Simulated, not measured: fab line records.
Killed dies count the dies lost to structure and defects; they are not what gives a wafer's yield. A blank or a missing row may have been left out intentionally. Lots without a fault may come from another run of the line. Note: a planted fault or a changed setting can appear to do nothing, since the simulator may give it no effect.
Matching of chambers :: flow nand-harc :: NHARC_A_CHANNEL_FILL_D1_ALD_14 on ald-hk-01: 4 sister chambers
The step deposits SiO2, target thk 2.5 nm, pulse time 10 s, ald cycles 25. 8 wafers are shown with their chamber, then 6 later ones without.

WAFERS WITH THEIR CHAMBER
wafer: L175.5
chamber: 3
heater-power-w (W): 423
precursor-pulse-height-rel: 0.984

wafer: L179.1
chamber: 3
heater-power-w (W): 422
precursor-pulse-height-rel: 1.016

wafer: L178.4
chamber: 0
heater-power-w (W): 461
precursor-pulse-height-rel: 0.991

wafer: L176.1
chamber: 1
heater-power-w (W): 456
precursor-pulse-height-rel: 0.982

wafer: L176.2
chamber: 2
heater-power-w (W): 459
precursor-pulse-height-rel: 0.997

wafer: L176.5
chamber: 1
heater-power-w (W): 453
precursor-pulse-height-rel: 1.026

wafer: L184.2
chamber: 0
heater-power-w (W): 453
precursor-pulse-height-rel: 0.977

wafer: L184.3
chamber: 2
heater-power-w (W): 452
precursor-pulse-height-rel: 1.005

WAFERS WHOSE CHAMBER IS MISSING
wafer: L184.5
heater-power-w (W): 443
precursor-pulse-height-rel: 0.970

wafer: L185.2
heater-power-w (W): 447
precursor-pulse-height-rel: 1.027

wafer: L185.4
heater-power-w (W): 454
precursor-pulse-height-rel: 0.972

wafer: L185.5
heater-power-w (W): 435
precursor-pulse-height-rel: 1.000

wafer: L189.1
heater-power-w (W): 471
precursor-pulse-height-rel: 1.023

wafer: L189.2
heater-power-w (W): 443
precursor-pulse-height-rel: 0.999

CHAMBER TAKEN BY EACH
wafer: L184.5
from the rows above: can't be placed: 1 or 2 or 0
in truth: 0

wafer: L185.2
from the rows above: can't be placed: 1 or 2 or 0
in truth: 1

wafer: L185.4
from the rows above: can't be placed: 0 or 2 or 1
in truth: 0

wafer: L185.5
from the rows above: can't be placed: 3 or 1
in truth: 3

wafer: L189.1
from the rows above: can't be placed: 0 or 2 or 1
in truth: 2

wafer: L189.2
from the rows above: can't be placed: 1 or 2 or 0
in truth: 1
Correctly placed: 0 of 6. These rows do not allow placing 6 (true chamber among the candidates in 6). Wrongly placed: 0.
How it was worked out, from the rows above alone: a wafer's distance from a chamber is the root of the sum, over the readings, of the square of ((its reading less the chamber's mean) divided by the reading's scatter). The wafer belongs to the nearest chamber; if the next one is less than 2 further off, it can't be placed. The mean given for a chamber averages the wafers shown for that chamber. How the scatter is found: for the shown wafers, subtract from each reading the mean of its chamber, square and add these, divide the total by (wafers less chambers), then take the root.
